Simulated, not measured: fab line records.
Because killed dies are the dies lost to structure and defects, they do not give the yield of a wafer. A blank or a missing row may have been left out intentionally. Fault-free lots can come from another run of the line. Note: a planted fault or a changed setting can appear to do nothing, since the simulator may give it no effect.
Split-lot experiment	flow n5-finfet	21 wafers read from 7 lots, route of 1938 steps

## THE SPLIT ITSELF
At N5_BEOL_M14_COAT_04 (resist thk 800 nm), the setting spin-rpm was moved away from the recipe's 1704 rpm on 6 of the 21 wafers read, by -9.4% to +5.0%. For the rest of the wafers, this setting stayed at what the recipe calls for.

## FROM THE SPLIT TO THE READING: what the file shows between them, 4 steps
- N5_BEOL_M14_EBR_06
- N5_BEOL_M14_SOFTBAKE_05: time 60 s
- N5_BEOL_M14_DESCUM_15: chemistry O2, time 7.9 s
- N5_BEOL_M14_ETCH_59: etches BARC in N2/H2, target depth 89 nm, overetch 26.7 nm, time 67.9 s

## THE READING
coat_of_BEOL_M14_COAT_04.thk-nm (the simulator's own value, which no gauge read), in nm, at N5_BEOL_M14_VIA_ETCH_16 (etches SiO2 in C4F8/O2/Ar, target depth 1231.3 nm). The file gives no usual value for it. The 15 wafers here that ran the recipe average 454.9 nm, standard deviation 5.8 nm.

wafer	tool, chamber at the split	spin-rpm as run, rpm	against the recipe	coat_of_BEOL_M14_COAT_04.thk-nm, nm	against lot-mates on the recipe
L076.1	litho-track-04, 0	1704	recipe	461	-
L076.4	litho-track-04, 0	1704	recipe	454.2	-
L076.5	litho-track-04, 0	1704	recipe	454.6	-
L080.4	litho-track-02, 0	1704	recipe	457.4	-
L080.5	litho-track-02, 0	1704	recipe	455.2	-
L080.6	litho-track-02, 0	1704	recipe	450.6	-
L079.3	litho-track-01, 0	1618	-5.0%	472.6	+22.2
L079.4	litho-track-01, 0	1618	-5.0%	471.2	+20.8
L079.6	litho-track-01, 0	1704	recipe	450.4	-
L084.1	litho-track-04, 0	1789	+5.0%	431	-18.3
L084.4	litho-track-04, 0	1704	recipe	452	-
L084.5	litho-track-04, 0	1704	recipe	446.6	-
L090.1	litho-track-04, 0	1544	-9.4%	497.8	+47.8
L090.2	litho-track-04, 0	1704	recipe	451.2	-
L090.4	litho-track-04, 0	1704	recipe	448.8	-
L095.1	litho-track-02, 0	1704	recipe	454.4	-
L095.2	litho-track-02, 0	1704	recipe	453.6	-
L095.4	litho-track-02, 0	1607	-5.7%	474.2	+20.2
L097.1	litho-track-02, 0	1704	recipe	469.2	-
L097.5	litho-track-02, 0	1763	+3.5%	448.4	-18.3
L097.6	litho-track-02, 0	1704	recipe	464.2	-

THE FIT
A straight line over all 21 wafers: coat_of_BEOL_M14_COAT_04.thk-nm changes by -3.97 nm for each +1% of spin-rpm; r = -0.91; the points scatter about the line by 5.8 nm.
The same after taking each lot's own level away (the mean of its wafers on the recipe; 21 wafers): -4.49 nm for each +1%; r = -0.98; scatter 3 nm.
That fit puts the effect of the largest move of spin-rpm on the reading at 42 nm.
From 449.30 to 466.70 nm: that is the span of the lots' own levels, equal to 3.0 times the standard deviation above.
So the slope is not independent of the lot-to-lot level: the two fits are not the same.
Check: +37.9 nm against its lot-mates is what the line predicts for one of the wafers moved furthest among these (-9.4%) when that wafer is left out of the fit. It came out at +47.8 nm against them.

## THE OTHER SPLITS THESE WAFERS WENT THROUGH
Other splits were also applied to these wafers ahead of the reading. Each is held against what the fit with the lots' levels taken away leaves over:
other split on the same wafers	wafers away from the commonest value	r with coat_of_BEOL_M14_COAT_04.thk-nm (lot level and that fit taken away)
N5_BEOL_M11_ETCH_41 time-s	7	+0.08
N5_BEOL_M12_ETCH_67 source-w	6	+0.20
N5_BEOL_M12_ETCH_68 time-s	5	-0.07
N5_BEOL_M13_ETCH_59 time-s	9	+0.31
N5_BEOL_M13_COAT_65 spin-rpm	9	-0.13
N5_BEOL_M14_COAT_58 spin-rpm	9	-0.20

## THE WHOLE CHAIN: every reading that the file lists as answering this split, in the file's order
step	what it does	reading	change (the file's fit)	r (the file's)
N5_BEOL_M14_COAT_04	resist thk 800 nm	coat_of_BEOL_M14_COAT_04.thk-nm (the simulator's own value, which no gauge read)	-4.25 nm for each +1% of the setting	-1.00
N5_BEOL_M14_VIA_ETCH_16	etches SiO2 in C4F8/O2/Ar, target depth 1231.3 nm	coat_of_BEOL_M14_COAT_04.thk-nm (the simulator's own value, which no gauge read)	-4.52 nm for each +1% of the setting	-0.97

## FILE'S OWN FIT
coat_of_BEOL_M14_COAT_04.thk-nm changes by -4.52 nm for each +1% of spin-rpm, r = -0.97.
